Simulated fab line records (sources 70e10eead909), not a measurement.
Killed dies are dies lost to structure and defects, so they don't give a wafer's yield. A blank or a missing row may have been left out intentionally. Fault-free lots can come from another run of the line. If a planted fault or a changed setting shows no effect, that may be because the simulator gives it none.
Struck lot and sound lot, side by side -- flow nandHarc -- 14 steps out of a route of 1302
Sound: the wafers L529.3, L529.4, L529.6. Wafers L541.3, L541.4, L541.6 were the ones struck. The cause is named last.
For every step that has rows: the tool of each side, followed by ch and its chambers, followed by its first start. Under that, the readings that differ: sound wafers -- struck wafers -- difference of the means -- sigmas: that difference in standard deviations of wafers without a fault.
alike: readings with means less than 2 such deviations apart, plus words and numbers identical on both sides. not compared: withheld readings, readings lacking a value on some wafer, bounds such as >300 that could conceal the same value, and numbers that have no deviation in the record and whose values overlap.
Wherever a step has rows on one side only, a row that says differs or no value, or a row with sigmas, the two part there. When numbers do not overlap yet have no deviation, they are printed without sigmas and do not part them. Lack of a reading on every wafer of one side parts them only where that side has two or more wafers.

NHARC_A_BLC_PVD_32: deposits Ti, target thk 5 nm, time 17.7 s.
  sound on pvdSputter-02; struck on pvdSputter-01
  alike: throttleValvePct
NHARC_A_BLC_ALD_23: deposits TiN, target thk 3 nm, pulse time 1 s, ald cycles 150.
  sound on aldMetal-04 ch 0,2, day 23 03:02; struck on aldMetal-01 ch 0,1,3, day 28 01:49
  alike: heaterPowerW, precursorPulseHeightRel
NHARC_A_BLC_CVD_24: deposits W, target thk 150 nm, time 434 s.
  sound: cvdW-02 ch 0,1; struck: cvdW-01 ch 0,1
reading,sound,struck,difference,sigmas
heaterPowerW (W),424 399 398,456 470 459,+55,+2
  alike: throttleValvePct
NHARC_A_BLC_CMP_25: polishes, t overpolish 30 s, target thk 150 nm.
  sound on cmp-04 ch 0,2,3, day 23 03:48; struck on cmp-02 ch 2,3, day 28 02:31
  alike: edgeZonePressureFrac, motorCurrentA, overpolishRunS, slurryFlowMlMin, timeToEndpointS
following that, these wafers have no rows for 1 step: NHARC_A_BLC_SRD_27.
NHARC_A_BLC_INSPECT_28:
  sound on defectInspect-02 at day 23 04:11; struck on defectInspect-01 at day 28 02:56
  alike: rawDefectCount
then, 5 steps without rows for these wafers: NHARC_A_M0_DEP_00 (deposits SiOC, target thk 150 nm); NHARC_A_M0_DEHYDRATE_01 (time 120 s); NHARC_A_M0_HMDS_02 (time 30 s); NHARC_A_M0_COAT_33 (time 65 s); NHARC_A_M0_COAT_03 (resist thk 90 nm).
NHARC_A_M0_SOFTBAKE_04: time 55 s.
  sound on lithoTrack-01 ch 0, day 23 04:00; struck on lithoTrack-04 ch 0, day 28 03:00
reading,sound,struck,difference,sigmas
heaterPowerTotalW (W),188.55 188.30 188.76,199.57 199.79 199.53,+11.09,+79
following that, these wafers have no rows for 1 step: NHARC_A_M0_EBR_05.
NHARC_END_SORT_01:
  sound on prober-02 ch 0, day 25 02:39; struck on prober-01 ch 0, day 29 20:17
reading,sound,struck,difference,sigmas
defectLimitedYield (%),97.3 96.3 96.9,91.4 90.4 90.7,-6.0,-2
killedAtOther,0 0 0,3 5 1,+3,+2
killedDies,18 25 21,58 65 63,+41,+2
  alike: killedAtArray, killedAtPeriphery, killedOpen, killedShort

WHERE THEY PART
Earliest at NHARC_A_BLC_CVD_24; latest, in this record, at NHARC_END_SORT_01.

WHY: what had been put in by the simulator
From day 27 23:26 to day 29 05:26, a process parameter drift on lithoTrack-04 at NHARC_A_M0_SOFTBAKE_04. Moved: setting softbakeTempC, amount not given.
